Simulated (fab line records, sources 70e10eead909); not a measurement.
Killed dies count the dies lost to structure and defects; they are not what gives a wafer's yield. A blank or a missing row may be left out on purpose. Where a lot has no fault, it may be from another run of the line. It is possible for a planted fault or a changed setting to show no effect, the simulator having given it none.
A lot that was struck, set against a sound lot / flow nand-harc / 14 out of 1159 route steps
Sound: the wafers L679.2, L679.3, L679.5. Struck: wafer L687.1 (left out: L687.2, L687.3 of the same lot, which were not struck); the cause appears at the end.
Order at every step that has rows: each side's tool, ch and its chambers, its first start. Under that, the readings that differ: sound wafers / struck wafers / difference of the means / sigmas: that difference in standard deviations of wafers without a fault.
alike: same words and numbers on both sides, and readings whose means sit less than 2 such deviations apart. not compared: any withheld reading, any reading some wafer has no value for, any bound like >300 that may hide the same value, and any number with overlapping values for which the record gives no deviation.
Wherever a step has rows on one side only, a row that says differs or no value, or a row with sigmas, the two part there. Numbers that have no deviation but don't overlap get no sigmas and don't part them. Lack of a reading on every wafer of one side parts them only where that side has two or more wafers.

first, 9 steps without rows for these wafers: NHARC_A_STAIRCASE_DEHYDRATE_01 (time 120 s); NHARC_A_STAIRCASE_HMDS_02 (time 30 s); NHARC_A_STAIRCASE_COAT_03; NHARC_A_STAIRCASE_SOFTBAKE_04 (time 170 s); NHARC_A_STAIRCASE_EBR_05; NHARC_A_STAIRCASE_EXPOSE_06 (exposes mask STAIR); NHARC_A_STAIRCASE_PEB_07 (peb time 130 s); NHARC_A_STAIRCASE_DEVELOP_08 (time 140 s); NHARC_A_STAIRCASE_HARDBAKE_10 (time 140 s).
NHARC_A_STAIRCASE_DESCUM_11: chemistry O2, time 3 s.
  sound on rie-diel-09 ch 0,2,3, day 11 11:56; struck on rie-diel-09 ch 0, day 14 00:37
  alike: chamber-pressure-mTorr, drypump-motor-current-A, oes-product-au, rf-vpp-V, showerhead-plenum-p-Torr, throttle-valve-pct
  not compared: rf-hours-counter-h
NHARC_A_STAIRCASE_TRIM_12: chemistry O2, time 211.2 s.
  sound on rie-diel-09 ch 0,2,3, day 11 12:02; struck on rie-diel-09 ch 1, day 14 00:43
reading=showerhead-plenum-p-Torr (Torr); sound=3.56 3.56 3.36; struck=3.80; difference=+0.31; sigmas=+2
  alike: chamber-pressure-mTorr, drypump-motor-current-A, oes-product-au, rf-vpp-V, throttle-valve-pct
  not compared: rf-hours-counter-h
NHARC_A_STAIRCASE_ETCH_13: etches the open film in C4F8/O2, target depth 100 nm, time 40.5 s.
  sound on rie-diel-09 ch 0,1,2, day 11 12:10; struck on rie-diel-09 ch 1, day 14 00:56
reading=oes-product-au (a.u.); sound=0.949 0.936 0.934; struck=0.782; difference=-0.158; sigmas=-13
reading=rf-vpp-V (V); sound=886 897 891; struck=905; difference=+14; sigmas=+2
  alike: chamber-pressure-mTorr
  not compared: rf-hours-counter-h
NHARC_A_STAIRCASE_TRIM_14: chemistry O2, time 211.2 s.
  sound on rie-diel-09 ch 0,2,3; struck on rie-diel-09 ch 3
  alike: chamber-pressure-mTorr, drypump-motor-current-A, oes-product-au, rf-vpp-V, showerhead-plenum-p-Torr, throttle-valve-pct
  not compared: rf-hours-counter-h
-- the record jumps here: 11 days lie between the struck wafers' starts before and after (it left off in module A_STAIRCASE and takes up again in module END, whose first step shown is number 1159 of the route) --
NHARC_END_SORT_01:
  only the struck wafers appear in the record here, on prober-01 ch 0 at day 24 20:29; the sound ones have no rows

== WHERE THEY PART ==
At NHARC_A_STAIRCASE_TRIM_12 first; at NHARC_END_SORT_01 last (within this record only).

WHY: what the simulator had put in
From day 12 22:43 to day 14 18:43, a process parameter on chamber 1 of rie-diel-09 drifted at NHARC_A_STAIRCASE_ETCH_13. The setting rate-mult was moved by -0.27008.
